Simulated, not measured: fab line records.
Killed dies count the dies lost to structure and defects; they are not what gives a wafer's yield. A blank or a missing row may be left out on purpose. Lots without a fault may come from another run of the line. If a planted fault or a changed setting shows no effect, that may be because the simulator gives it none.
Chamber matching || flow nand-harc || NHARC_P_CONTACT_ALD_22 on ald-metal-04 has 4 sister chambers
The step deposits TiN, target thk 3 nm, pulse time 1 s, ald cycles 150. 4 wafers are shown with their chamber, then 8 later ones without.

## WAFERS WITH THEIR CHAMBER
{"wafer": "L081.5", "chamber": 3, "heater-power-w (W)": 1143}
{"wafer": "L083.1", "chamber": 0, "heater-power-w (W)": 991}
{"wafer": "L083.2", "chamber": 2, "heater-power-w (W)": 1155}
{"wafer": "L084.1", "chamber": 1, "heater-power-w (W)": 1261}

## WAFERS WHOSE CHAMBER IS MISSING
{"wafer": "L084.2", "heater-power-w (W)": 1000}
{"wafer": "L084.6", "heater-power-w (W)": 1219}
{"wafer": "L085.1", "heater-power-w (W)": 1191}
{"wafer": "L085.3", "heater-power-w (W)": 1134}
{"wafer": "L085.6", "heater-power-w (W)": 1025}
{"wafer": "L096.1", "heater-power-w (W)": 1189}
{"wafer": "L096.3", "heater-power-w (W)": 1242}
{"wafer": "L096.5", "heater-power-w (W)": 1086}

## WHICH CHAMBER EACH WENT THROUGH
{"wafer": "L084.2", "from the rows above": 0, "in truth": 0}
{"wafer": "L084.6", "from the rows above": "can't be placed: 1 or 2 or 3", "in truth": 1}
{"wafer": "L085.1", "from the rows above": "can't be placed: 2 or 3 or 1", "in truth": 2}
{"wafer": "L085.3", "from the rows above": "can't be placed: 3 or 2", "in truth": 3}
{"wafer": "L085.6", "from the rows above": 0, "in truth": 0}
{"wafer": "L096.1", "from the rows above": "can't be placed: 2 or 3 or 1", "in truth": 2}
{"wafer": "L096.3", "from the rows above": 1, "in truth": 1}
{"wafer": "L096.5", "from the rows above": "can't be placed: 3 or 2 or 0", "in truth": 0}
3 of 8 placed correctly. Can't be placed from these rows: 5 (the true chamber is among the candidates in 5). Wrongly placed: 0.
How it was worked out, from the rows above alone: a wafer's distance from a chamber is the root of the sum, over the readings, of the square of ((its reading less the chamber's mean) divided by the reading's scatter). If the next closest chamber is less than 2 further off than the closest, the wafer can't be placed; otherwise it belongs to the closest. The mean given for a chamber averages the wafers shown for that chamber. The scatter: root of mean squared gap, hidden wafer to nearest shown wafer, with one shown wafer a chamber.
